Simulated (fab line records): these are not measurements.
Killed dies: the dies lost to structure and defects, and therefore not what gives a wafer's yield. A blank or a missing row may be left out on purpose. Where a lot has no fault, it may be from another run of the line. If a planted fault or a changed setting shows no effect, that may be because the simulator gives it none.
Split-lot experiment | flow n5-finfet | on a route of 1938 steps: 7 lots, 21 wafers read

## SPLIT DETAILS
At N5_BEOL_M0_SAQP_EXPOSE_37 (exposes mask M0 CUT1, target cd 30 nm), the setting dose-mj was moved away from the recipe's 44.75 on 8 of the 21 wafers read, by -3.1% to +6.6%. The other wafers ran this setting at the recipe's value.

## FROM THE SPLIT TO THE READING: what the file shows between them, 2 steps
- N5_BEOL_M0_SAQP_PEB_38: peb time 60 s
- N5_BEOL_M0_SAQP_DEVELOP_39: develop time 30 s

## THE READING
cd-nm at N5_BEOL_M0_SAQP_CD_MEAS_40, given in nm (cd target 30 nm). A value of 29.98 nm with a standard deviation of 0.21 nm is what fault-free wafers of this fab line usually give.

wafer  | tool, chamber at the split | dose-mj as run | against the recipe | cd-nm, nm | against lot-mates on the recipe
L075.2 | euv-scanner-02, 0          | 44.75          | recipe             | 30.23     | -
L075.3 | euv-scanner-02, 0          | 44.75          | recipe             | 30.26     | -
L075.6 | euv-scanner-02, 0          | 44.75          | recipe             | 30.14     | -
L077.1 | euv-scanner-01, 0          | 44.75          | recipe             | 30.21     | -
L077.2 | euv-scanner-01, 0          | 44.75          | recipe             | 29.94     | -
L077.5 | euv-scanner-01, 0          | 44.75          | recipe             | 29.84     | -
L078.4 | euv-scanner-02, 0          | 46.71          | +4.4%              | 30.85     | +1.00
L078.5 | euv-scanner-02, 0          | 44.75          | recipe             | 29.85     | -
L078.6 | euv-scanner-02, 0          | 46.71          | +4.4%              | 30.91     | +1.06
L081.1 | euv-scanner-01, 0          | 44.75          | recipe             | 29.79     | -
L081.3 | euv-scanner-01, 0          | 43.37          | -3.1%              | 29.21     | -0.77
L081.5 | euv-scanner-01, 0          | 44.75          | recipe             | 30.16     | -
L082.1 | euv-scanner-02, 0          | 44.75          | recipe             | 29.72     | -
L082.2 | euv-scanner-02, 0          | 43.85          | -2.0%              | 29.22     | -0.52
L082.5 | euv-scanner-02, 0          | 44.75          | recipe             | 29.75     | -
L090.2 | euv-scanner-02, 0          | 44.75          | recipe             | 30.18     | -
L090.4 | euv-scanner-02, 0          | 47.71          | +6.6%              | 31.49     | +1.31
L090.6 | euv-scanner-02, 0          | 47.71          | +6.6%              | 31.20     | +1.02
L093.4 | euv-scanner-02, 0          | 43.91          | -1.9%              | 29.71     | -0.19
L093.5 | euv-scanner-02, 0          | 44.75          | recipe             | 29.90     | -
L093.6 | euv-scanner-02, 0          | 43.91          | -1.9%              | 29.58     | -0.32

FIT RESULTS
A straight line over all 21 wafers: cd-nm changes by +0.213 nm for each +1% of dose-mj; r = +0.95; the points scatter about the line by 0.19 nm.
The same after taking each lot's own level away (the mean of its wafers on the recipe; 21 wafers): +0.196 nm for each +1%; r = +0.97; scatter 0.14 nm.
On that fit, the largest move of dose-mj shifts the reading by 1.3 nm.
Measured against the standard deviation above, the lots' own levels, which go from 29.735 to 30.210 nm, span 2.3 times it.
The two slopes agree, so the slope changes little with the lot-to-lot level.
Check: for one of the wafers moved furthest among these (+6.6%), held out of the fit, the line's prediction against its lot-mates is +1.3 nm. Against them it came out at +1.31 nm.

## THESE WAFERS: OTHER SPLITS
These wafers also went through other splits before the reading. Each is held against what the fit with the lots' levels taken away leaves over:
other split on the same wafers         | wafers away from the commonest value | r with cd-nm (lot level and that fit taken away)
N5_MOL_CONTACT_COAG_COAT_34 spin-rpm   | 9                                    | -0.03
N5_MOL_CONTACT_COAG_ALD_133 ald-cycles | 12                                   | -0.09

## THE WHOLE CHAIN: every reading that the file lists as answering this split, in the file's order
step                       | what it does                                                | reading                                                             | change (the file's fit)               | r (the file's)
N5_BEOL_M0_SAQP_CD_MEAS_40 | target cd 30 nm                                             | cd-nm                                                               | +0.201 nm for each +1% of the setting | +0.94
N5_BEOL_M0_SAQP_DESCUM_45  | chemistry O2, time 7 s                                      | BEOL_M0_SAQP.cd-nm (the simulator's own value, which no gauge read) | +0.195 nm for each +1% of the setting | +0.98
N5_BEOL_M0_SAQP_ETCH_88    | etches underlayer in N2/H2, target depth 6.5 nm, time 5.2 s | BEOL_M0_SAQP.cd-nm (the simulator's own value, which no gauge read) | +0.191 nm for each +1% of the setting | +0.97

## THE FILE'S OWN FIT
cd-nm changes by +0.201 nm for each +1% of dose-mj, r = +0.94.
